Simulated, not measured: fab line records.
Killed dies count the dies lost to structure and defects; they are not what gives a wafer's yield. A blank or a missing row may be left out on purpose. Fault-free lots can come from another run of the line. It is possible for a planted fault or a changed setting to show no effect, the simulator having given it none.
fab line records + flow n5-finfet
[record]
- lots = 9
- wafers = 24
- last-day = 17
route steps=1938 shown GATE_CUT@511 MOL_CONTACT_COAG@554 BEOL_M4@1111 PASSIVATION@1936
lots that met no fault: from a run of the same line without faults
start-h: hours from the record's opening day to when the first of the lot's shown wafers began + wait-h: how many hours have passed since the lot's step before this one + " the same as in the row above + L1.1+2: a row that stands for several wafers + - no value present, or no start provided + * or withheld: withheld + < > ~ a bound
route shown NAME@n: NAME is a module with steps in the file, n the number in the route of the first one + usual: mean/standard deviation taken from wafers without a fault + same: alike in all rows + chamber/n: place in a boat + sites: per-site readings + _std_site: their standard deviation + _edge_site: the outer-site mean with the inner-site mean subtracted + radius-mm: for every site, how far away it sits from the centre of the wafer + mask NAME#n: copy n + behind: the most recent tool/chamber to have shaped the wafer + hold: what put the lot on hold/how long, in hours/how the hold closed + device: the transistor (n, p or np) that didn't switch + end of line: at the end of the route, the tests of the same wafers + step lacking rows: just its recipe + killed: dies that structure and defects cost at the first sort, which is not the same as the wafer's yield + map: dies across one wafer; x = killed, . = not, _ = none there
set.NAME: the setting that was run; set.NAME@STEP: the one run at that earlier step + model.NAME: the simulator's own value behind a step, which no gauge read
one table for each step of the route and one row for each wafer, over a sample of lots
services: a tool's chamber out of use, with start hour (start-h, from the record's first day; less than 0 if before it), hours out, and reason
[[steps]]
[step N5_GATE_CUT_CMP_23]
[recipe]
- stop-on = SiO2
- t-overpolish-s = 23.4
- post-cmp-clean = alkaline-brush
- down-force-psi = 2.5
- platen-rpm = 51.8
- pad-velocity-m-s = 1.0307
- target-thk-nm = 16
[usual]
- head-pressure-psi = 2.501/0.0058
- motor-current-A = 9.2/1
- overpolish-run-s = 23.400/0.009
- time-to-endpoint-s = 19.2/2.2
| lot.wafer | tool   | chamber | start-h | wait-h | head-pressure-psi | motor-current-A | overpolish-run-s | time-to-endpoint-s |
|-----------|--------|---------|---------|--------|-------------------|-----------------|------------------|--------------------|
| L887.4    | cmp-04 | 3       | 99.76   | 0.9    | 2.500             | 10.2            | 23.407           | 23.7               |
| L887.1    | "      | 0       | "       | "      | 2.501             | 9.0             | 23.399           | 21.5               |
| L887.6    | "      | 3       | "       | "      | 2.497             | 10.9            | 23.387           | 23.2               |
| L896.3    | cmp-04 | 1       | 155.51  | 1.1    | 2.495             | 9.1             | 23.406           | 17.9               |
| L896.2    | "      | 2       | "       | "      | 2.507             | 8.4             | 23.394           | 19.1               |
| L898.2    | cmp-04 | 2       | 166.36  | 0.8    | 2.495             | 8.1             | 23.384           | 22.4               |
| L898.5    | "      | 2       | "       | "      | 2.502             | 8.3             | 23.392           | 23.6               |
| L899.2    | cmp-03 | 1       | 171.92  | 0.8    | 2.509             | 7.7             | 23.391           | 24.5               |
| L899.3    | "      | 2       | "       | "      | 2.500             | 8.5             | 23.403           | 21.1               |
| L900.2    | cmp-04 | 0       | 179.97  | 0.8    | 2.496             | 9.3             | 23.412           | 16.7               |
| L900.6    | "      | 3       | "       | "      | 2.496             | 10.7            | 23.398           | 19.5               |
| L900.5    | "      | 0       | "       | "      | 2.509             | 9.5             | 23.389           | 17.6               |
| L902.2    | cmp-04 | 1       | 188.31  | 0.8    | 2.505             | 8.7             | 23.410           | 22.2               |
| L902.1    | "      | 2       | "       | "      | 2.499             | 8.3             | 23.403           | 20.9               |
| L902.6    | "      | 0       | "       | "      | 2.497             | 8.8             | 23.388           | 17.8               |
| L903.2    | cmp-04 | 1       | 195.83  | 0.8    | 2.499             | 9.0             | 23.395           | 19.1               |
| L903.1    | "      | 2       | "       | "      | 2.505             | 8.2             | 23.399           | 18.7               |
| L903.4    | "      | 3       | "       | "      | 2.500             | 11.0            | 23.389           | 20.2               |
| L905.4    | cmp-04 | 2       | 211.06  | 0.8    | 2.494             | 8.2             | 23.399           | 21.5               |
| L905.3    | "      | 0       | "       | "      | 2.495             | 9.1             | 23.404           | 19.1               |
| L905.5    | "      | 1       | "       | "      | 2.499             | 9.0             | 23.414           | 19.8               |
| L907.2    | cmp-03 | 2       | 220.47  | 0.8    | 2.508             | 8.3             | 23.394           | 17.4               |
| L907.1    | "      | 3       | "       | "      | 2.512             | 9.4             | 23.397           | 14.5               |
| L907.5    | "      | 1       | "       | "      | 2.491             | 7.9             | 23.396           | 22.1               |
[step N5_GATE_CUT_CMP_43]
[recipe]
- material = SiO2
- post-cmp-clean = rinse-only
[usual]
- motor-current-A = 12.1/1.3
| lot.wafer | tool   | chamber | start-h | wait-h | motor-current-A |
|-----------|--------|---------|---------|--------|-----------------|
| L887.1    | cmp-04 | 1       | 100.24  | 0.2    | 12.7            |
| L887.4    | "      | 2       | "       | "      | 11.1            |
| L887.6    | "      | 3       | "       | "      | 14.4            |
| L896.3    | cmp-04 | 0       | 156.19  | 0.5    | 12.5            |
| L896.2    | "      | 2       | "       | "      | 10.4            |
| L898.2    | cmp-01 | 1       | 166.87  | 0.2    | 11.9            |
| L898.5    | "      | 0       | "       | "      | 11.6            |
| L899.3    | cmp-01 | 3       | 172.33  | 0.2    | 14.3            |
| L899.2    | "      | 0       | "       | "      | 12.5            |
| L900.2    | cmp-01 | 1       | 180.26  | 0.0    | 11.5            |
| L900.5    | "      | 1       | "       | "      | 11.5            |
| L900.6    | "      | 2       | "       | "      | 11.3            |
| L902.1    | cmp-03 | 2       | 188.69  | 0.2    | 11.1            |
| L902.2    | "      | 0       | "       | "      | 11.0            |
| L902.6    | "      | 1       | "       | "      | 10.8            |
| L903.1    | cmp-03 | 0       | 196.20  | 0.1    | 11.4            |
| L903.2    | "      | 1       | "       | "      | 10.3            |
| L903.4    | "      | 2       | "       | "      | 11.4            |
| L905.4    | cmp-01 | 3       | 211.34  | 0.0    | 14.5            |
| L905.3    | "      | 2       | "       | "      | 11.0            |
| L905.5    | "      | 0       | "       | "      | 12.1            |
| L907.1    | cmp-01 | 1       | 220.80  | 0.1    | 11.2            |
| L907.2    | "      | 3       | "       | "      | 15.0            |
| L907.5    | "      | 0       | "       | "      | 11.5            |
[step N5_MOL_CONTACT_COAG_CMP_23]
[recipe]
- stop-on = SiO2
- t-overpolish-s = 1.5
- post-cmp-clean = cu-alkaline
- down-force-psi = 2
- platen-rpm = 50.289
- pad-velocity-m-s = 1.0006
- target-thk-nm = 0
[usual]
- head-pressure-psi = 2.000/0.0045
- motor-current-A = 8.1/0.78
- overpolish-run-s = 1.500/0.0095
- time-to-endpoint-s = 9.6/2.1
| lot.wafer | tool   | chamber | start-h | wait-h | head-pressure-psi | motor-current-A | overpolish-run-s | time-to-endpoint-s |
|-----------|--------|---------|---------|--------|-------------------|-----------------|------------------|--------------------|
| L887.4    | cmp-02 | 1       | 106.13  | 0.2    | 1.997             | 7.8             | 1.515            | 7.7                |
| L887.1    | "      | 0       | "       | "      | 2.002             | 8.7             | 1.501            | 8.2                |
| L887.6    | "      | 2       | "       | "      | 2.000             | 7.3             | 1.502            | 8.8                |
| L896.3    | cmp-01 | 0       | 163.30  | 0.0    | 1.993             | 7.9             | 1.512            | 5.0                |
| L896.2    | "      | 3       | "       | "      | 1.993             | 10.5            | 1.495            | 7.8                |
| L898.2    | cmp-01 | 1       | 174.23  | 0.0    | 2.007             | 7.7             | 1.489            | 8.1                |
| L898.5    | "      | 2       | "       | "      | 1.997             | 7.4             | 1.511            | 5.5                |
| L899.3    | cmp-01 | 1       | 179.50  | 0.1    | 1.997             | 7.6             | 1.522            | 6.8                |
| L899.2    | "      | 2       | "       | "      | 2.004             | 7.4             | 1.504            | 3.6                |
| L900.2    | cmp-04 | 1       | 186.17  | 0.1    | 1.999             | 8.0             | 1.484            | 3.8                |
| L900.5    | "      | 2       | "       | "      | 1.999             | 7.4             | 1.502            | 10.0               |
| L900.6    | "      | 3       | "       | "      | 1.991             | 10.4            | 1.484            | 7.9                |
| L902.1    | cmp-04 | 2       | 195.56  | 0.1    | 2.008             | 6.9             | 1.510            | 10.4               |
| L902.2    | "      | 3       | "       | "      | 2.002             | 10.1            | 1.495            | 12.5               |
| L902.6    | "      | 2       | "       | "      | 1.998             | 7.2             | 1.484            | 11.4               |
| L903.1    | cmp-04 | 2       | 205.76  | 0.0    | 2.000             | 7.6             | 1.498            | 10.8               |
| L903.4    | "      | 3       | "       | "      | 2.000             | 8.9             | 1.499            | 12.1               |
| L903.2    | "      | 1       | "       | "      | 1.989             | 8.2             | 1.501            | 11.6               |
| L905.4    | cmp-02 | 0       | 218.72  | 0.0    | 2.002             | 8.5             | 1.508            | 7.9                |
| L905.3    | "      | 3       | "       | "      | 1.997             | 7.4             | 1.502            | 10.2               |
| L905.5    | "      | 1       | "       | "      | 2.007             | 8.7             | 1.488            | 9.1                |
| L907.1    | cmp-04 | 1       | 227.38  | 0.1    | 2.002             | 7.5             | 1.506            | 9.4                |
| L907.2    | "      | 2       | "       | "      | 2.002             | 7.2             | 1.500            | 10.0               |
| L907.5    | "      | 1       | "       | "      | 2.002             | 8.2             | 1.502            | 9.8                |
[step N5_MOL_CONTACT_COAG_THK_MEAS_29]
[recipe]
- reads = SiNx_of_GATE_CUT_PECVD_57+SiNx_of_GATE_CUT_SAC_CAP_01
[usual]
- MD_CAP_THK = 17.87/0.087
| lot.wafer | tool          | chamber | start-h | wait-h | MD_CAP_THK[nm] |
|-----------|---------------|---------|---------|--------|----------------|
| L887.1    | film-metro-01 | -       | 110.35  | -      | 17.91          |
| L887.4    | "             | -       | "       | "      | 17.80          |
| L887.6    | "             | -       | "       | "      | 17.66          |
| L896.2    | film-metro-01 | -       | 165.99  | -      | 16.36          |
| L896.3    | "             | -       | "       | "      | 16.15          |
| L898.2    | film-metro-01 | -       | 177.35  | -      | 16.39          |
| L898.5    | "             | -       | "       | "      | 18.10          |
| L899.2    | film-metro-01 | -       | 182.19  | -      | 16.31          |
| L899.3    | "             | -       | "       | "      | 16.31          |
| L900.2    | film-metro-01 | -       | 189.03  | -      | 18.06          |
| L900.5    | "             | -       | "       | "      | 18.15          |
| L900.6    | "             | -       | "       | "      | 18.05          |
| L902.1    | film-metro-02 | -       | 198.20  | -      | 17.78          |
| L902.2    | "             | -       | "       | "      | 17.85          |
| L902.6    | "             | -       | "       | "      | 17.85          |
| L903.1    | film-metro-02 | -       | 208.53  | -      | 17.88          |
| L903.2    | "             | -       | "       | "      | 17.91          |
| L903.4    | "             | -       | "       | "      | 17.86          |
| L905.3    | film-metro-01 | -       | 221.76  | -      | 17.90          |
| L905.4    | "             | -       | "       | "      | 17.87          |
| L905.5    | "             | -       | "       | "      | 17.91          |
| L907.1    | film-metro-02 | -       | 230.61  | -      | 17.75          |
| L907.2    | "             | -       | "       | "      | 17.77          |
| L907.5    | "             | -       | "       | "      | 17.82          |
[step N5_MOL_CONTACT_COAG_ETCHBACK_135]
[recipe]
- chemistry = CHF3
- target = SiO2
- target-depth-a = 250
- time-s = 16.7
- ion-energy-ev = 200
- pressure-mtorr = 30
- source-w = 610
- bias-w = 170
- Ar_flow_sccm = 200
- CHF3_flow_sccm = 50
[usual]
- drypump-motor-current-A = 5.7/0.41
- oes-product-au = 0.78/0.084
- rf-vpp-V = 526/10
- showerhead-plenum-p-Torr = 2.36/0.068
- throttle-valve-pct = 18.69/0.15
| lot.wafer | tool        | chamber | start-h | wait-h | drypump-motor-current-A | oes-product-au | rf-hours-counter-h | rf-vpp-V | showerhead-plenum-p-Torr | throttle-valve-pct |
|-----------|-------------|---------|---------|--------|-------------------------|----------------|--------------------|----------|--------------------------|--------------------|
| L887.1    | rie-diel-03 | 1       | 111.88  | 0.0    | 5.3                     | 0.67           | 246                | 541      | 2.43                     | 19.05              |
| L887.4    | "           | 0       | "       | "      | 6.1                     | 0.84           | 75                 | 520      | 2.32                     | 18.70              |
| L887.6    | "           | 1       | "       | "      | 5.3                     | 0.67           | -                  | 541      | 2.43                     | 19.04              |
| L896.2    | rie-diel-05 | 0       | 167.85  | 0.0    | 5.7                     | 0.72           | 189                | 507      | 2.36                     | 18.81              |
| L896.3    | "           | 1       | "       | "      | 5.2                     | 0.73           | 182                | 522      | 2.37                     | 18.76              |
| L898.2    | rie-diel-03 | 0       | 182.17  | 0.0    | 6.1                     | 0.81           | 104                | 523      | 2.31                     | 18.76              |
| L898.5    | "           | 0       | "       | "      | 6.1                     | 0.82           | -                  | 521      | 2.31                     | 18.75              |
| L899.2    | rie-diel-03 | 1       | 185.72  | 0.0    | 5.3                     | 0.96           | 11                 | 541      | 2.43                     | 18.66              |
| L899.3    | "           | 3       | "       | "      | 5.6                     | 0.88           | 44                 | 529      | 2.33                     | 18.64              |
| L900.2    | rie-diel-05 | 0       | 191.44  | 0.0    | 5.7                     | 0.72           | 197                | 508      | 2.36                     | 18.82              |
| L900.5    | "           | 1       | "       | "      | 5.2                     | 0.73           | -                  | 523      | 2.36                     | 18.78              |
| L900.6    | "           | 2       | "       | "      | 5.7                     | 0.74           | -                  | 540      | 2.48                     | 18.45              |
| L902.1    | rie-diel-05 | 1       | 199.77  | 0.0    | 5.2                     | 0.72           | 195                | 522      | 2.36                     | 18.77              |
| L902.2    | "           | 2       | "       | "      | 5.6                     | 0.74           | 193                | 541      | 2.47                     | 18.47              |
| L902.6    | "           | 0       | "       | "      | 5.6                     | 0.72           | -                  | 508      | 2.36                     | 18.83              |
| L903.1    | rie-diel-05 | 3       | 210.22  | 0.0    | 5.2                     | 0.90           | 26                 | 533      | 2.34                     | 18.82              |
| L903.2    | "           | 1       | "       | "      | 5.2                     | 0.72           | 198                | 523      | 2.36                     | 18.80              |
| L903.4    | "           | 0       | "       | "      | 5.7                     | 0.71           | 202                | 506      | 2.36                     | 18.83              |
| L905.3    | rie-diel-03 | 1       | 223.58  | 0.0    | 5.2                     | 0.92           | 26                 | 542      | 2.42                     | 18.68              |
| L905.4    | "           | 2       | "       | "      | 6.2                     | 0.72           | -                  | 524      | 2.27                     | 18.75              |
| L905.5    | "           | 3       | "       | "      | 5.6                     | 0.86           | -                  | 528      | 2.32                     | 18.66              |
| L907.1    | rie-diel-06 | 2       | 232.96  | 0.0    | 5.7                     | 0.91           | 17                 | 515      | 2.52                     | 18.40              |
| L907.2    | "           | 1       | "       | "      | 5.4                     | 0.75           | 156                | 520      | 2.37                     | 18.45              |
| L907.5    | "           | 2       | "       | "      | 5.7                     | 0.92           | -                  | 516      | 2.52                     | 18.39              |
[step N5_MOL_CONTACT_COAG_ETCH_47]
[recipe]
- chemistry = CH3F/O2
- target = SiNx
- target-depth-a = 270
- mask-material = SiO2
- stop-on = W
- over-etch-frac = 0.2
- ion-energy-ev = 120
- endpoint = OES-CN
- pressure-mtorr = 30
- source-w = 395
- bias-w = 73
- Ar_flow_sccm = 150
- CH3F_flow_sccm = 30
- O2_flow_sccm = 20
- ends = end-point
[usual]
- drypump-motor-current-A = 5.6/0.41
- etch-rf-on-time-s = 30.9/0.58
- oes-product-au = 0.70/0.075
- rf-vpp-V = 299/5.7
- showerhead-plenum-p-Torr = 1.98/0.06
- throttle-valve-pct = 16.32/0.15
| lot.wafer | tool        | chamber | start-h | wait-h | drypump-motor-current-A | etch-rf-on-time-s | oes-product-au | rf-hours-counter-h | rf-vpp-V | showerhead-plenum-p-Torr | throttle-valve-pct |
|-----------|-------------|---------|---------|--------|-------------------------|-------------------|----------------|--------------------|----------|--------------------------|--------------------|
| L887.1    | rie-diel-03 | 1       | 112.02  | 0.0    | 5.2                     | 31.0              | 0.60           | 246                | 307      | 2.05                     | 16.71              |
| L887.4    | "           | 0       | "       | "      | 6.1                     | 30.1              | 0.76           | 75                 | 298      | 1.95                     | 16.35              |
| L887.6    | "           | 1       | "       | "      | 5.3                     | 30.4              | 0.61           | -                  | 306      | 2.05                     | 16.70              |
| L896.2    | rie-diel-05 | 0       | 167.99  | 0.0    | 5.7                     | 28.4              | 0.65           | 189                | 286      | 1.98                     | 16.42              |
| L896.3    | "           | 1       | "       | "      | 5.2                     | 28.7              | 0.64           | 182                | 297      | 1.99                     | 16.40              |
| L898.2    | rie-diel-03 | 0       | 182.31  | 0.0    | 6.1                     | 27.7              | 0.72           | 104                | 296      | 1.94                     | 16.38              |
| L898.5    | "           | 0       | "       | "      | 6.1                     | 31.0              | 0.72           | -                  | 297      | 1.94                     | 16.41              |
| L899.2    | rie-diel-03 | 1       | 185.86  | 0.0    | 5.3                     | 27.2              | 0.87           | 11                 | 307      | 2.04                     | 16.26              |
| L899.3    | "           | 3       | "       | "      | 5.6                     | 27.5              | 0.79           | 44                 | 299      | 1.95                     | 16.22              |
| L900.2    | rie-diel-05 | 0       | 191.58  | 0.0    | 5.7                     | 30.7              | 0.65           | 197                | 290      | 1.98                     | 16.44              |
| L900.5    | "           | 1       | "       | "      | 5.2                     | 31.6              | 0.65           | -                  | 297      | 1.99                     | 16.42              |
| L900.6    | "           | 2       | "       | "      | 5.7                     | 30.9              | 0.67           | -                  | 307      | 2.09                     | 16.14              |
| L902.1    | rie-diel-05 | 1       | 199.91  | 0.0    | 5.2                     | 31.4              | 0.64           | 195                | 298      | 1.99                     | 16.44              |
| L902.2    | "           | 2       | "       | "      | 5.6                     | 30.7              | 0.66           | 193                | 307      | 2.08                     | 16.14              |
| L902.6    | "           | 0       | "       | "      | 5.7                     | 31.4              | 0.63           | -                  | 288      | 1.98                     | 16.45              |
| L903.1    | rie-diel-05 | 3       | 210.36  | 0.0    | 5.2                     | 29.9              | 0.81           | 26                 | 301      | 1.96                     | 16.37              |
| L903.2    | "           | 1       | "       | "      | 5.2                     | 31.1              | 0.64           | 198                | 296      | 1.98                     | 16.43              |
| L903.4    | "           | 0       | "       | "      | 5.7                     | 31.0              | 0.63           | 202                | 288      | 1.98                     | 16.44              |
| L905.3    | rie-diel-03 | 1       | 223.72  | 0.0    | 5.3                     | 30.5              | 0.83           | 26                 | 307      | 2.04                     | 16.28              |
| L905.4    | "           | 2       | "       | "      | 6.2                     | 31.0              | 0.65           | -                  | 297      | 1.91                     | 16.43              |
| L905.5    | "           | 3       | "       | "      | 5.6                     | 30.8              | 0.77           | -                  | 300      | 1.95                     | 16.26              |
| L907.1    | rie-diel-06 | 2       | 233.10  | 0.0    | 5.7                     | 31.4              | 0.82           | 17                 | 292      | 2.12                     | 16.03              |
| L907.2    | "           | 1       | "       | "      | 5.4                     | 31.1              | 0.68           | 156                | 295      | 1.99                     | 16.09              |
| L907.5    | "           | 2       | "       | "      | 5.6                     | 31.8              | 0.81           | -                  | 293      | 2.12                     | 16.03              |
[step N5_BEOL_M4_RC_MEAS_101]
[usual]
- DIBL_N = 35.8/1.8
- DIBL_P = 35.6/2
- IOFF_N = 0.148/0.028
- IOFF_P = 0.20/0.034
- ION_N = 672/12
- ION_P = 462/8.5
- SS_N = 71.2/0.65
- SS_P = 73.1/0.67
- VT_N = 251/3.3
- VT_P = -251/3.8
| lot.wafer | tool      | chamber | start-h | wait-h | DIBL_N[mV/V] | DIBL_P[mV/V] | IOFF_N[nA/um] | IOFF_P[nA/um] | ION_N[uA/um] | ION_P[uA/um] | SS_N[mV/dec] | SS_P[mV/dec] | VT_N[mV] | VT_P[mV] |
|-----------|-----------|---------|---------|--------|--------------|--------------|---------------|---------------|--------------|--------------|--------------|--------------|----------|----------|
| L887.1    | prober-01 | 0       | 168.26  | 0.0    | 35.3         | 35.9         | 0.161         | 0.22          | 685          | 471          | 71.8         | 73.3         | 252      | -248     |
| L887.4    | "         | 0       | "       | "      | 34.6         | 34.8         | 0.154         | 0.20          | 675          | 462          | 71.3         | 73.1         | 250      | -248     |
| L887.6    | "         | 0       | "       | "      | 35.5         | 35.3         | 0.159         | 0.22          | 682          | 471          | 72.4         | 72.5         | 252      | -248     |
| L896.2    | prober-01 | 0       | 231.70  | 0.2    | 35.3         | 35.3         | 0.146         | 0.18          | 673          | 456          | 71.5         | 72.5         | 249      | -251     |
| L896.3    | "         | 0       | "       | "      | 34.7         | 34.5         | 0.150         | 0.18          | 697          | 468          | 70.6         | 72.7         | 248      | -251     |
| L899.2    | prober-01 | 0       | 244.85  | 0.2    | 34.9         | 35.3         | 0.141         | 0.21          | 672          | 466          | 71.2         | 72.7         | 251      | -248     |
| L899.3    | "         | 0       | "       | "      | 34.6         | 34.7         | 0.142         | 0.21          | 671          | 473          | 70.9         | 72.8         | 252      | -251     |
| L898.2    | prober-02 | 0       | 247.29  | 0.2    | 37.1         | 34.5         | 0.157         | 0.23          | 663          | 457          | 72.2         | 73.5         | 252      | -246     |
| L898.5    | "         | 0       | "       | "      | 36.7         | 35.2         | 0.162         | 0.25          | 668          | 468          | 72.6         | 73.2         | 252      | -243     |
| L900.2    | prober-02 | 0       | 262.13  | 0.2    | 32.9         | 33.5         | 0.126         | 0.21          | 676          | 472          | 70.3         | 73.4         | 251      | -248     |
| L900.5    | "         | 0       | "       | "      | 35.7         | 35.7         | 0.171         | 0.24          | 688          | 475          | 71.7         | 74.5         | 247      | -245     |
| L900.6    | "         | 0       | "       | "      | 34.3         | 34.1         | 0.139         | 0.22          | 684          | 471          | 71.1         | 73.3         | 252      | -244     |
| L902.1    | prober-02 | 0       | 264.20  | 0.0    | 38.4         | 39.2         | 0.153         | 0.18          | 669          | 448          | 71.5         | 74.0         | 255      | -254     |
| L902.2    | "         | 0       | "       | "      | 32.6         | 32.9         | 0.076         | 0.12          | 626          | 430          | 70.0         | 71.7         | 266      | -260     |
| L902.6    | "         | 0       | "       | "      | 36.1         | 37.3         | 0.117         | 0.16          | 662          | 449          | 70.3         | 73.5         | 259      | -257     |
| L903.1    | prober-01 | 0       | 267.31  | 0.0    | 38.5         | 39.8         | 0.191         | 0.25          | 679          | 463          | 72.1         | 73.7         | 248      | -248     |
| L903.2    | "         | 0       | "       | "      | 35.8         | 34.5         | 0.137         | 0.17          | 663          | 454          | 71.6         | 73.0         | 252      | -252     |
| L903.4    | "         | 0       | "       | "      | 35.6         | 36.1         | 0.146         | 0.18          | 683          | 466          | 71.5         | 73.1         | 251      | -255     |
| L905.3    | prober-02 | 0       | 283.24  | 0.3    | 36.4         | 33.2         | 0.145         | 0.16          | 671          | 454          | 71.8         | 73.0         | 253      | -257     |
| L905.4    | "         | 0       | "       | "      | 39.3         | 36.0         | 0.208         | 0.19          | 659          | 443          | 72.7         | 73.9         | 249      | -253     |
| L905.5    | "         | 0       | "       | "      | 37.4         | 35.8         | 0.170         | 0.20          | 685          | 459          | 71.3         | 73.8         | 249      | -250     |
| L907.1    | prober-02 | 0       | 306.87  | 0.0    | 35.8         | 35.0         | 0.147         | 0.19          | 677          | 463          | 71.3         | 72.4         | 250      | -248     |
| L907.2    | "         | 0       | "       | "      | 38.4         | 37.4         | 0.197         | 0.24          | 691          | 478          | 71.6         | 72.5         | 246      | -247     |
| L907.5    | "         | 0       | "       | "      | 35.3         | 33.1         | 0.138         | 0.18          | 682          | 464          | 71.0         | 71.9         | 254      | -250     |
[step N5_PASSIVATION_PROBE_49]
[usual]
- defect-limited-yield = 91.3/1.5
- killed_at_M0_to_M3 = 34/11
- killed_at_M4_up = 14/6.1
- killed-at-contacts = 12/5.9
- killed-at-front-end = 39/11
- killed-at-other = 4/3.3
- killed-dies = 102/18
- killed-open = 67/13
- killed-short = 33/7.9
- sort_bin_5_function = 5.1/1
- sort_bin_6_memory = 3.3/0.7
- sort_bin_8_speed = 0.1/0.69
- sort-n-pass = 1077/19
- sort-yield-pct = 91.3/1.6
[same]
- gross-dies = 1180
- killed-at-back-side = 0
- sort_bin_4_leakage[%] = 0
| lot.wafer | tool      | chamber | start-h | wait-h | defect-limited-yield[%] | killed_at_M0_to_M3 | killed_at_M4_up | killed-at-contacts | killed-at-front-end | killed-at-other | killed-dies | killed-open | killed-short | sort_bin_5_function[%] | sort_bin_6_memory[%] | sort_bin_8_speed[%] | sort-n-pass | sort-yield-pct[%] |
|-----------|-----------|---------|---------|--------|-------------------------|--------------------|-----------------|--------------------|---------------------|-----------------|-------------|-------------|--------------|------------------------|----------------------|---------------------|-------------|-------------------|
| L899.3    | prober-01 | -       | 343.71  | 0.1    | 90.4                    | 44                 | 22              | 13                 | 28                  | 6               | 113         | 83          | 27           | 6.3                    | 3.1                  | 0                   | 1067        | 90.4              |
// killed by level:class
L899.3 BEOL_M3:geometric-particle:open=18 MOL_CONTACT_COAG:geometric-particle:open=8 BEOL_M0_SAQP:geometric-particle:open=8 FIN_SAQP:geometric-particle:open=7 STI_FIN_REVEAL:geometric-particle:open=7 BEOL_M4:geometric-particle:open=7 STARTING-WAFER:geometric-particle:short=6 MOL_CONTACT_COAG:geometric-particle:short=5
[[services]]
| tool        | chamber | start-h | hours | kind                           |
|-------------|---------|---------|-------|--------------------------------|
| cmp-03      | -       | 88.78   | 63.6  | repair                         |
| cmp-01      | -       | 90.69   | 0.4   | repair                         |
| rie-diel-06 | 3       | 94.68   | 12.9  | repair                         |
| cmp-04      | -       | 103.78  | 12.7  | repair                         |
| cmp-02      | -       | 116.60  | 4.0   | pm                             |
| rie-diel-05 | 3       | 128.67  | -     | clean                          |
| rie-diel-05 | 3       | 128.67  | -     | consumable-replace:focus-ring  |
| cmp-02      | -       | 136.64  | 2.2   | repair                         |
| cmp-04      | -       | 146.70  | 6.9   | pm                             |
| cmp-03      | -       | 152.41  | 4.0   | pm                             |
| cmp-01      | -       | 153.65  | 4.2   | pm                             |
| cmp-01      | -       | 157.95  | 2.1   | repair                         |
| rie-diel-05 | 2       | 169.34  | 16.3  | repair                         |
| rie-diel-05 | 0       | 170.33  | 5.8   | repair                         |
| cmp-01      | -       | 189.59  | 0.3   | repair                         |
| cmp-01      | -       | 193.67  | 4.0   | pm                             |
| cmp-03      | -       | 203.49  | 4.3   | repair                         |
| cmp-04      | -       | 206.70  | 4.0   | pm                             |
| cmp-02      | -       | 208.01  | 1.8   | repair                         |
| cmp-04      | -       | 210.70  | -     | consumable-replace:conditioner |
| cmp-04      | -       | 210.70  | -     | consumable-replace:pad         |
| cmp-04      | -       | 217.95  | 6.5   | repair                         |
| cmp-01      | -       | 218.47  | 1.5   | repair                         |
| rie-diel-03 | 0       | 223.19  | 7.0   | repair                         |
[[key]]
[first-sign]
- step = N5_MOL_CONTACT_COAG_CMP_23
- reading = time-to-endpoint-s
- direction = down
- sigmas = 1.6
- usual = *
- struck = *
- wafers-moved = 4
[effect]
- step = N5_MOL_CONTACT_COAG_THK_MEAS_29
- reading = MD_CAP_THK
- direction = down
- sigmas = 18
- usual = 17.87
- struck = 16.30
[effect]
- step = N5_MOL_CONTACT_COAG_ETCH_47
- reading = etch-rf-on-time-s
- direction = down
- sigmas = 5.2
- usual = *
- struck = *
met-at N5_MOL_CONTACT_COAG_CMP_23
struck-lots L896,L898,L899
struck-wafers L896.2,L896.3,L898.2,L899.2,L899.3
not-acting-at N5_GATE_CUT_CMP_23,N5_GATE_CUT_CMP_43,N5_MOL_CONTACT_COAG_ETCHBACK_135
[fault]
- kind = process-parameter-drift
- tool = cmp-01
- chamber = -
- onset-h = 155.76
- steps = N5_MOL_CONTACT_COAG_CMP_23
- channel = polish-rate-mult
- offset = 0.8
- shape = step
- end-h = 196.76
- scope = struck-wafers-only
